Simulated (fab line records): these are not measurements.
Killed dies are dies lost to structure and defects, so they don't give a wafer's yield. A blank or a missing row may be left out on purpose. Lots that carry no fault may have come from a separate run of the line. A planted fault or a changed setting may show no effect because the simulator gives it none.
Chamber matching || flow n5Finfet || N5_SPACER0_ALD_07 on aldSin-03 has 4 sister chambers
The step deposits SiNx, target thk 2 nm. 4 wafers are shown with their chamber, then 6 later ones without.

## WAFERS, EACH WITH ITS CHAMBER
{"wafer": "L853.6", "chamber": 1, "heaterPowerW (W)": 811}
{"wafer": "L855.3", "chamber": 0, "heaterPowerW (W)": 888}
{"wafer": "L855.5", "chamber": 2, "heaterPowerW (W)": 764}
{"wafer": "L855.6", "chamber": 3, "heaterPowerW (W)": 1084}

## WAFERS WHOSE CHAMBER IS MISSING
{"wafer": "L864.1", "heaterPowerW (W)": 752}
{"wafer": "L864.2", "heaterPowerW (W)": 1070}
{"wafer": "L864.3", "heaterPowerW (W)": 878}
{"wafer": "L867.1", "heaterPowerW (W)": 747}
{"wafer": "L867.5", "heaterPowerW (W)": 812}
{"wafer": "L867.6", "heaterPowerW (W)": 895}

## WHICH CHAMBER EACH ONE RAN IN
{"wafer": "L864.1", "from the rows above": 2, "in truth": 2}
{"wafer": "L864.2", "from the rows above": 3, "in truth": 3}
{"wafer": "L864.3", "from the rows above": 0, "in truth": 0}
{"wafer": "L867.1", "from the rows above": 2, "in truth": 2}
{"wafer": "L867.5", "from the rows above": 1, "in truth": 1}
{"wafer": "L867.6", "from the rows above": 0, "in truth": 0}
6 of 6 placed correctly. Left unplaced by these rows: 0. 0 placed wrongly.
How it was worked out, from the rows above alone: a wafer's distance from a chamber is the root of the sum, over the readings, of the square of ((its reading less the chamber's mean) divided by the reading's scatter). The wafer belongs to the nearest chamber; if the next one is less than 2 further off, it can't be placed. Each chamber's mean is taken over the wafers shown for it. The scatter (one wafer shown for each chamber): square how far every hidden wafer sits from the nearest shown wafer, average those squares and take the square root.
